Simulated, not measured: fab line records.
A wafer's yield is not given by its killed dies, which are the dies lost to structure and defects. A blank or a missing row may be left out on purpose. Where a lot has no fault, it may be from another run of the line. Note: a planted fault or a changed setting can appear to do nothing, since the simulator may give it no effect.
Chamber matching -- flow n5-finfet -- N5_BEOL_M0_SAQP_PECVD_00 on pecvd-01: 3 sister chambers
The step deposits SiCN from 3MS/NH3, target thk 8 nm, time 14 s. 6 wafers are shown with their chamber, then 7 later ones without.

EACH WAFER AND ITS CHAMBER
wafer,chamber,throttle-valve-pct (%),showerhead-plenum-p-Torr (Torr)
L076.1,1,9.8,3.659
L081.2,1,9.6,3.657
L091.4,0,8.5,3.664
L091.6,0,8.7,3.664
L095.1,2,8.3,3.667
L095.5,2,7.9,3.653

WAFERS WHOSE CHAMBER IS MISSING
wafer,throttle-valve-pct (%),showerhead-plenum-p-Torr (Torr)
L095.6,8.3,3.662
L097.1,8.6,3.661
L097.4,8.0,3.649
L097.5,7.8,3.672
L096.1,9.6,3.654
L096.2,7.9,3.663
L096.3,8.5,3.657

EACH ONE'S CHAMBER
wafer,from the rows above,in truth
L095.6,can't be placed: 2 or 0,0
L097.1,can't be placed: 0 or 2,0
L097.4,can't be placed: 2 or 0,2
L097.5,can't be placed: 2 or 0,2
L096.1,1,1
L096.2,2,2
L096.3,can't be placed: 0 or 2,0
Placed correctly: 2 of 7. Can't be placed from these rows: 5 (the true chamber is among the candidates in 5). Placed wrongly: 0.
How it was worked out, from the rows above alone: a wafer's distance from a chamber is the root of the sum, over the readings, of the square of ((its reading less the chamber's mean) divided by the reading's scatter). The wafer belongs to the nearest chamber; if the next one is less than 2 further off, it can't be placed. For every chamber, the mean is computed from those of its wafers that are shown. The scatter: take each reading less its chamber's mean, square it, sum over the shown wafers, divide by the number of wafers less the number of chambers, and take the root.
